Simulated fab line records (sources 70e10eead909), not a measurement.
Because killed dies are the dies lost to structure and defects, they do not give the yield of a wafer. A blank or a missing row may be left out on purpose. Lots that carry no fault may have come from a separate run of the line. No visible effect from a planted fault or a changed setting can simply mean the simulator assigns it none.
fab line records ; flow nandHarc
record lots=12; wafers=36; lastDay=33
route steps=1302 shown P_M1@308 A_BONDPAD@1228 THIN_TSV@1265 END@1302
lots that met no fault: from a run of the same line without faults
startH: hours from the record's opening day to when the first of the lot's shown wafers began ; waitH: hours since the lot's step before ; " as in the row above ; L1.1+2: several wafers, shown together as one row ; - no value, or no start given ; * or withheld: withheld ; < > ~ a bound
route shown NAME@n: NAME is a module with steps in the file, n the number in the route of the first one ; usual: mean/standard deviation of fault-free wafers ; same: alike in all rows ; chamber/n: place in a boat ; sites: the reading at each site ; _std_site: the standard deviation of these ; _edge_site: mean of outer sites minus mean of inner sites ; radiusMm: for every site, how far away it sits from the centre of the wafer ; mask NAME#n: copy n ; behind: tool/chamber where the wafer was last shaped ; hold: reason for holding the lot/hours on hold/outcome of the hold ; device: transistor that didn't switch, given as n, p or np ; end of line: at the end of the route, the tests of the same wafers ; a step without rows: its recipe alone ; killed: dies lost to structure and defects at the first sort, not the wafer's yield ; map: a wafer's dies, marking killed ones x, the rest . and places with no die _
set.NAME: the setting the step ran with; set.NAME@STEP: the setting that earlier step ran with ; model.NAME: the simulator's own value behind a step, which no gauge read
one table for each step of the route and one row for each wafer, over a sample of lots
services: a tool's chamber out of use, with start hour (startH, from the record's first day; less than 0 if before it), hours out, and reason
## steps
# step NHARC_P_M1_PVD_21
# recipe targetThkA=300; chamberPressurePa=5; powerW=5000; substrateTempC=30; timeS=20.49; material=Cu
# usual throttleValvePct=29.7/0.72
lot.wafer;tool;chamber;startH;waitH;throttleValvePct
L274.2;pvdSputter-03;-;139.59;-;29.2
L274.4;pvdSputter-03;-;139.59;-;30.7
L274.5;pvdSputter-03;-;139.59;-;29.7
L277.1;pvdSputter-01;-;160.36;-;28.1
L277.3;pvdSputter-01;-;160.36;-;28.9
L277.5;pvdSputter-01;-;160.36;-;28.8
L278.4;pvdSputter-01;-;175.52;-;29.7
L278.5;pvdSputter-01;-;175.52;-;28.1
L278.6;pvdSputter-01;-;175.52;-;28.8
L279.2;pvdSputter-03;-;190.05;-;30.1
L279.4;pvdSputter-03;-;190.05;-;30.0
L279.5;pvdSputter-03;-;190.05;-;30.5
L284.1;pvdSputter-03;-;234.53;-;29.6
L284.2;pvdSputter-03;-;234.53;-;29.9
L284.6;pvdSputter-03;-;234.53;-;29.5
L285.3;pvdSputter-03;-;248.77;-;29.9
L285.5;pvdSputter-03;-;248.77;-;29.5
L285.6;pvdSputter-03;-;248.77;-;30.5
L286.4;pvdSputter-02;-;252.45;-;30.8
L286.2;pvdSputter-02;-;252.45;-;30.4
L286.6;pvdSputter-02;-;252.45;-;31.0
L287.3;pvdSputter-03;-;267.74;-;30.2
L287.4;pvdSputter-03;-;267.74;-;29.6
L287.2;pvdSputter-03;-;267.74;-;30.4
L288.4;pvdSputter-03;-;274.67;-;30.1
L288.3;pvdSputter-03;-;274.67;-;29.2
L288.6;pvdSputter-03;-;274.67;-;30.3
L289.4;pvdSputter-01;-;289.61;-;28.4
L289.6;pvdSputter-01;-;289.61;-;28.6
L289.5;pvdSputter-01;-;289.61;-;28.2
L290.3;pvdSputter-03;-;301.07;-;30.2
L290.1;pvdSputter-03;-;301.07;-;30.3
L290.5;pvdSputter-03;-;301.07;-;30.2
L294.4;pvdSputter-03;-;335.19;-;30.0
L294.5;pvdSputter-03;-;335.19;-;30.6
L294.6;pvdSputter-03;-;335.19;-;30.2
# step NHARC_A_BONDPAD_PVD_27
# recipe targetThkA=300; chamberPressurePa=5; powerW=5000; substrateTempC=30; timeS=20.49; material=Cu
# usual throttleValvePct=29.7/0.79
lot.wafer;tool;chamber;startH;waitH;throttleValvePct
L274.2;pvdSputter-02;-;-;-;30.3
L274.4;pvdSputter-02;-;-;-;30.2
L274.5;pvdSputter-02;-;-;-;29.9
L278.4;pvdSputter-02;-;-;-;30.2
L278.5;pvdSputter-02;-;-;-;30.0
L278.6;pvdSputter-02;-;-;-;30.7
L277.3;pvdSputter-02;-;-;-;30.5
L277.1;pvdSputter-02;-;-;-;29.9
L277.5;pvdSputter-02;-;-;-;30.7
L279.2;pvdSputter-02;-;-;-;30.0
L279.4;pvdSputter-02;-;-;-;30.0
L279.5;pvdSputter-02;-;-;-;29.8
L284.1;pvdSputter-01;-;-;-;28.5
L284.2;pvdSputter-01;-;-;-;27.9
L284.6;pvdSputter-01;-;-;-;29.4
L285.3;pvdSputter-02;-;-;-;31.2
L285.6;pvdSputter-02;-;-;-;29.9
L285.5;pvdSputter-02;-;-;-;29.8
L286.4;pvdSputter-03;-;-;-;29.9
L286.2;pvdSputter-03;-;-;-;30.1
L286.6;pvdSputter-03;-;-;-;29.7
L287.3;pvdSputter-03;-;-;-;30.3
L287.2;pvdSputter-03;-;-;-;29.5
L287.4;pvdSputter-03;-;-;-;29.2
L288.4;pvdSputter-02;-;-;-;29.5
L288.3;pvdSputter-02;-;-;-;31.0
L288.6;pvdSputter-02;-;-;-;29.7
L289.4;pvdSputter-03;-;-;-;30.2
L289.6;pvdSputter-03;-;-;-;30.0
L289.5;pvdSputter-03;-;-;-;30.0
L290.1;pvdSputter-02;-;-;-;30.8
L290.3;pvdSputter-02;-;-;-;30.0
L290.5;pvdSputter-02;-;-;-;30.2
L294.4;pvdSputter-01;-;-;-;27.9
L294.5;pvdSputter-01;-;-;-;29.3
L294.6;pvdSputter-01;-;-;-;28.6
# step NHARC_THIN_TSV_STRIP_45
# recipe powerW=1500; tempC=250; chemistry=O2
# usual drypumpMotorCurrentA=5.2/0.49; heaterPowerW=313/31
lot.wafer;tool;chamber;startH;waitH;drypumpMotorCurrentA;heaterPowerW;rfHoursCounterH
L274.2;plasmaAsher-02;1;566.57;0.1;4.7;350;32
L274.4;plasmaAsher-02;1;566.57;0.1;4.7;343;-
L274.5;plasmaAsher-02;0;566.57;0.1;4.9;297;-
L278.4;plasmaAsher-01;0;577.04;0.2;5.8;263;-
L278.5;plasmaAsher-01;0;577.04;0.2;5.8;264;-
L278.6;plasmaAsher-01;1;577.04;0.2;5.9;323;-
L277.1;plasmaAsher-02;1;584.58;0.1;4.7;344;36
L277.3;plasmaAsher-02;0;584.58;0.1;4.9;293;-
L277.5;plasmaAsher-02;1;584.58;0.1;4.7;350;-
L279.2;plasmaAsher-01;0;609.37;0.1;5.8;266;17
L279.4;plasmaAsher-01;0;609.37;0.1;5.8;262;-
L279.5;plasmaAsher-01;0;609.37;0.1;5.7;262;-
L284.1;plasmaAsher-02;0;661.54;0.1;4.9;298;8
L284.2;plasmaAsher-02;1;661.54;0.1;4.7;337;8
L284.6;plasmaAsher-02;1;661.54;0.1;4.8;350;-
L285.3;plasmaAsher-02;1;675.18;0.2;4.7;353;-
L285.6;plasmaAsher-02;0;675.18;0.2;4.9;299;-
L285.5;plasmaAsher-02;1;675.18;0.2;4.7;348;-
L286.2;plasmaAsher-02;1;685.77;0.1;4.7;343;14
L286.4;plasmaAsher-02;0;685.77;0.1;4.9;310;-
L286.6;plasmaAsher-02;1;685.77;0.1;4.8;344;-
L287.2;plasmaAsher-02;1;692.99;0.1;4.7;358;15
L287.4;plasmaAsher-02;0;692.99;0.1;4.9;293;-
L287.3;plasmaAsher-02;1;692.99;0.1;4.7;346;-
L288.4;plasmaAsher-02;0;694.34;0.2;4.9;299;-
L288.3;plasmaAsher-02;1;694.34;0.2;4.7;350;-
L288.6;plasmaAsher-02;0;694.34;0.2;4.9;296;-
L289.4;plasmaAsher-02;1;707.17;0.2;4.7;350;-
L289.5;plasmaAsher-02;1;707.17;0.2;4.7;343;-
L289.6;plasmaAsher-02;0;707.17;0.2;4.9;307;-
L290.1;plasmaAsher-01;0;722.81;0.1;5.7;270;4
L290.3;plasmaAsher-01;1;722.81;0.1;5.9;347;-
L290.5;plasmaAsher-01;1;722.81;0.1;5.9;345;-
L294.4;plasmaAsher-02;1;758.52;0.2;4.7;346;-
L294.6;plasmaAsher-02;0;758.52;0.2;4.9;298;-
L294.5;plasmaAsher-02;1;758.52;0.2;4.7;335;-
# step NHARC_THIN_TSV_CD_MEAS_37
# usual cdNm=4998.1/2.5
lot.wafer;tool;chamber;startH;waitH;cdNm
L274.2;cdSem-03;-;572.94;-;4998.2
L274.4;cdSem-03;-;572.94;-;5002.4
L274.5;cdSem-03;-;572.94;-;5001.3
L278.4;cdSem-02;-;583.31;-;4998.0
L278.5;cdSem-02;-;583.31;-;5001.8
L278.6;cdSem-02;-;583.31;-;4999.0
L277.1;cdSem-01;-;590.89;-;4999.0
L277.3;cdSem-01;-;590.89;-;4998.8
L277.5;cdSem-01;-;590.89;-;4995.5
L279.2;cdSem-01;-;615.83;-;4995.4
L279.4;cdSem-01;-;615.83;-;4999.5
L279.5;cdSem-01;-;615.83;-;4998.6
L284.1;cdSem-03;-;667.90;-;4998.7
L284.2;cdSem-03;-;667.90;-;4995.1
L284.6;cdSem-03;-;667.90;-;4997.6
L285.3;cdSem-03;-;681.78;-;4999.8
L285.5;cdSem-03;-;681.78;-;4999.1
L285.6;cdSem-03;-;681.78;-;4998.2
L286.2;cdSem-02;-;692.07;-;4998.1
L286.4;cdSem-02;-;692.07;-;4997.3
L286.6;cdSem-02;-;692.07;-;4999.2
L287.2;cdSem-01;-;699.48;-;4997.5
L287.3;cdSem-01;-;699.48;-;4993.5
L287.4;cdSem-01;-;699.48;-;4997.8
L288.3;cdSem-02;-;700.55;-;4997.1
L288.4;cdSem-02;-;700.55;-;4999.3
L288.6;cdSem-02;-;700.55;-;4995.7
L289.4;cdSem-03;-;713.36;-;5002.6
L289.5;cdSem-03;-;713.36;-;4996.6
L289.6;cdSem-03;-;713.36;-;5000.3
L290.1;cdSem-03;-;729.10;-;4993.9
L290.3;cdSem-03;-;729.10;-;4997.1
L290.5;cdSem-03;-;729.10;-;4995.8
L294.4;cdSem-02;-;764.69;-;4996.6
L294.5;cdSem-02;-;764.69;-;4994.0
L294.6;cdSem-02;-;764.69;-;4996.0
# step NHARC_END_SORT_01
# recipe tempC=25
# usual defectLimitedYield=91.8/2.5; killedAtArray=51/17; killedAtOther=1.0/1.2; killedAtPeriphery=3.4/2.5; killedDies=56/17; killedOpen=3.3/2.1; killedShort=2.6/1.6; sort_bin_2_pct=2.8/1.1; sort_bin_3_pct=0.6/0.34; sort_bin_4_pct=4.9/1.5; sortNPass=621/17; sortRimYieldPct=93/4; sortYieldPct=91.8/2.5
# same grossDies=677; sort_bin_5_pct[%]=0; sort_bin_6_pct[%]=0; sort_bin_7_pct[%]=0; sort_bin_8_pct[%]=0; sortRimNGross=106.00
lot.wafer;tool;chamber;startH;waitH;defectLimitedYield[%];killedAtArray;killedAtOther;killedAtPeriphery;killedDies;killedOpen;killedShort;sort_bin_2_pct[%];sort_bin_3_pct[%];sort_bin_4_pct[%];sortNPass;sortRimYieldPct[%];sortYieldPct[%]
L278.4;prober-02;0;593.39;3.4;91.9;45;0;10;55;5;6;2.1;1.0;5.0;622;93;91.9
L278.5;prober-02;0;594.18;3.7;93.4;39;0;6;45;2;2;2.1;0.4;4.1;632;99;93.4
L278.6;prober-02;0;594.98;4.0;95.3;23;2;7;32;4;0;1.2;0.6;3.0;645;89;95.3
L279.2;prober-01;0;625.76;2.8;95.0;33;0;1;34;4;1;1.3;0.1;3.5;643;91;95.0
L279.4;prober-01;0;627.34;3.4;94.2;35;0;4;39;3;4;1.8;0.1;3.8;638;91;94.2
L279.5;prober-01;0;628.13;3.7;94.7;33;0;3;36;2;3;1.2;0.3;3.8;641;93;94.7
L284.1;prober-02;0;677.80;2.5;95.4;28;3;0;31;1;2;1.6;0.1;2.8;646;93;95.4
L284.2;prober-02;0;678.60;2.8;94.7;31;2;3;36;4;3;1.8;0.1;3.4;641;93;94.7
L284.6;prober-02;0;681.81;4.0;96.0;21;4;2;27;2;3;1.2;0;2.8;650;94;96.0
L288.3;prober-01;0;708.68;3.1;87.6;70;1;13;84;2;3;4.7;1.0;6.6;593;91;87.6
L288.4;prober-01;0;709.49;3.4;88.8;60;2;14;76;3;6;3.1;1.3;6.8;601;86;88.8
L288.6;prober-01;0;711.09;4.0;87.4;77;0;8;85;4;7;3.7;1.8;7.1;592;96;87.4
L294.4;prober-01;0;779.38;3.4;85.1;61;3;37;101;4;3;6.4;1.6;6.9;576;75;85.1
L294.5;prober-01;0;780.17;3.7;91.0;56;2;3;61;5;1;2.5;0.4;6.1;616;92;91.0
L294.6;prober-01;0;780.97;4.0;86.9;53;3;33;89;2;0;3.4;2.5;7.2;588;84;86.9
# killed by level:class
L278.4 A_CHANNEL_HOLE_D2:chamberFilmFlake=30 P_M1:chamberFilmFlake=3 A_STAIRCASE:chamberFilmFlake=3 P_M0:geometricParticle:open=2 P_GATE:chamberFilmFlake=2 A_CHANNEL_HOLE_D1:chamberFilmFlake=2 A_DECK1_JOINT:chamberFilmFlake=2 P_GATE:geometricParticle:short=1
L278.5 A_CHANNEL_HOLE_D2:chamberFilmFlake=27 P_M1:chamberFilmFlake=4 A_CHANNEL_HOLE_D1:chamberFilmFlake=3 A_CHANNEL_FILL_D2:chamberFilmFlake=2 P_GATE:geometricParticle:short=1 A_ONON_D1:geometricParticle:open=1 A_CHANNEL_HOLE_D1:geometricParticle:open=1 A_ONON_D2:geometricParticle:short=1
L278.6 A_CHANNEL_HOLE_D2:chamberFilmFlake=8 A_CHANNEL_HOLE_D1:chamberFilmFlake=4 A_CHANNEL_FILL_D2:chamberFilmFlake=3 P_ZERO_WELL:chamberFilmFlake=2 P_M1:chamberFilmFlake=2 A_CONTACT:chamberFilmFlake=2 THIN_TSV:chamberFilmFlake=2 P_GATE:geometricParticle:open=1
L279.2 A_STAIRCASE:chamberFilmFlake=10 A_CHANNEL_HOLE_D2:chamberFilmFlake=8 A_CHANNEL_HOLE_D1:chamberFilmFlake=5 A_SOURCE_PLATE:geometricParticle:open=1 A_WL_FILL:geometricParticle:open=1 A_WL_FILL:geometricParticle:short=1 A_BLC:geometricParticle:open=1 A_M0:geometricParticle:open=1
L279.4 A_CHANNEL_HOLE_D2:chamberFilmFlake=9 A_STAIRCASE:chamberFilmFlake=7 A_CHANNEL_HOLE_D1:chamberFilmFlake=5 P_GATE:chamberFilmFlake=4 A_SLIT:chamberFilmFlake=4 A_ONON_D1:geometricParticle:open=2 A_ZERO_WELL:chamberFilmFlake=2 A_SOURCE_PLATE:geometricParticle:short=1
L279.5 A_CHANNEL_HOLE_D2:chamberFilmFlake=12 A_STAIRCASE:chamberFilmFlake=7 A_CHANNEL_HOLE_D1:chamberFilmFlake=5 P_GATE:chamberFilmFlake=2 A_ZERO_WELL:chamberFilmFlake=2 A_ONON_D1:geometricParticle:open=1 A_ONON_D1:geometricParticle:short=1 A_CHANNEL_HOLE_D1:geometricParticle:short=1
L284.1 A_CHANNEL_HOLE_D1:chamberFilmFlake=6 A_CONTACT:chamberFilmFlake=4 A_M0:chamberFilmFlake=3 A_BONDPAD:chamberFilmFlake=3 THIN_TSV:chamberFilmFlake=3 A_CHANNEL_FILL_D2:chamberFilmFlake=2 A_SLIT:chamberFilmFlake=2 A_WL_FILL:chamberFilmFlake=2
L284.2 A_CHANNEL_HOLE_D1:chamberFilmFlake=6 A_CHANNEL_FILL_D2:chamberFilmFlake=6 A_CONTACT:chamberFilmFlake=4 A_M0:chamberFilmFlake=3 A_SLIT:chamberFilmFlake=2 A_BONDPAD:chamberFilmFlake=2 THIN_TSV:chamberFilmFlake=2 P_M2:geometricParticle:open=1
L284.6 A_CHANNEL_HOLE_D1:chamberFilmFlake=4 THIN_TSV:chamberFilmFlake=4 A_STAIRCASE:chamberFilmFlake=2 A_WL_FILL:chamberFilmFlake=2 A_CONTACT:chamberFilmFlake=2 A_M0:chamberFilmFlake=2 A_BONDPAD:chamberFilmFlake=2 P_BONDPAD:geometricParticle:short=1
L288.3 A_CHANNEL_HOLE_D1:chamberFilmFlake=33 A_SLIT:chamberFilmFlake=29 P_CONTACT:chamberFilmFlake=7 P_M2:chamberFilmFlake=6 A_STAIRCASE:chamberFilmFlake=2 A_ONON_D1:geometricParticle:short=1 A_CHANNEL_FILL_D2:geometricParticle:short=1 A_WL_FILL:geometricParticle:short=1
L288.4 A_SLIT:chamberFilmFlake=33 A_CHANNEL_HOLE_D1:chamberFilmFlake=11 P_CONTACT:chamberFilmFlake=7 P_M2:chamberFilmFlake=6 A_DECK1_JOINT:geometricParticle:short=3 A_ONON_D1:geometricParticle:short=2 A_CHANNEL_FILL_D2:chamberFilmFlake=2 A_STAIRCASE:chamberFilmFlake=2
L288.6 A_SLIT:chamberFilmFlake=35 A_CHANNEL_HOLE_D1:chamberFilmFlake=24 P_CONTACT:chamberFilmFlake=3 P_M2:chamberFilmFlake=3 A_STAIRCASE:chamberFilmFlake=3 A_ZERO_WELL:chamberFilmFlake=2 A_BLC:chamberFilmFlake=2 P_CONTACT:geometricParticle:open=1
L294.4 P_M1:unspecified=34 A_CHANNEL_HOLE_D2:chamberFilmFlake=25 A_CHANNEL_HOLE_D1:chamberFilmFlake=12 A_STAIRCASE:chamberFilmFlake=6 A_SLIT:chamberFilmFlake=3 THIN_TSV:chamberFilmFlake=3 A_WL_FILL:geometricParticle:short=2 A_SGD_CUT:chamberFilmFlake=2
L294.5 A_CHANNEL_HOLE_D2:chamberFilmFlake=24 A_CHANNEL_HOLE_D1:chamberFilmFlake=13 A_STAIRCASE:chamberFilmFlake=6 A_BONDPAD:chamberFilmFlake=4 THIN_TSV:chamberFilmFlake=2 A_SGD_CUT:chamberFilmFlake=2 A_CONTACT:chamberFilmFlake=2 P_GATE:geometricParticle:open=1
L294.6 P_M1:unspecified=30 A_CHANNEL_HOLE_D2:chamberFilmFlake=21 A_CHANNEL_HOLE_D1:chamberFilmFlake=14 A_SLIT:chamberFilmFlake=4 A_STAIRCASE:chamberFilmFlake=4 A_DECK1_JOINT:chamberFilmFlake=3 A_CONTACT:chamberFilmFlake=3 THIN_TSV:chamberFilmFlake=3
## services
tool;chamber;startH;hours;kind
pvdSputter-03;-;122.46;5.8;repair
plasmaAsher-02;-;167.04;3.4;repair
pvdSputter-03;-;170.03;10.0;pm
pvdSputter-02;-;201.16;1.2;repair
plasmaAsher-02;-;206.32;0.9;repair
pvdSputter-02;-;248.49;2.7;repair
plasmaAsher-02;-;249.06;9.0;pm
pvdSputter-02;-;282.00;10.0;pm
pvdSputter-02;-;329.88;9.7;repair
pvdSputter-03;-;348.03;10.0;pm
pvdSputter-02;-;418.50;1.3;repair
plasmaAsher-02;-;426.06;9.0;pm
pvdSputter-02;-;460.00;10.0;pm
pvdSputter-03;-;477.12;16.2;repair
pvdSputter-02;-;482.79;5.0;repair
pvdSputter-02;-;516.37;0.7;repair
pvdSputter-03;-;526.03;10.0;pm
pvdSputter-02;-;578.47;1.1;repair
plasmaAsher-02;-;603.06;9.0;pm
plasmaAsher-02;-;664.57;0.8;repair
pvdSputter-03;-;704.03;10.0;pm
plasmaAsher-02;-;705.11;0.4;repair
plasmaAsher-02;-;707.86;3.2;repair
pvdSputter-03;-;749.03;1.2;repair
## key
firstSign step=NHARC_END_SORT_01; reading=killedAtPeriphery; direction=up; sigmas=12; usual=3.4; struck=35
moreKillsBornAt NHARC_P_M1_PVD_21@pvdSputter-03=64
metAt NHARC_P_M1_PVD_21
struckLots L294
struckWafers L294.4,L294.6
notActingAt NHARC_A_BONDPAD_PVD_27,NHARC_THIN_TSV_STRIP_45,NHARC_THIN_TSV_CD_MEAS_37
onsetBetween 301.07 335.19
fault kind=chamberParticleSource; tool=pvdSputter-03; chamber=-; onsetH=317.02; steps=NHARC_P_M1_PVD_21; ratePerVisitCm2=0.72617; scope=struckWafersOnly
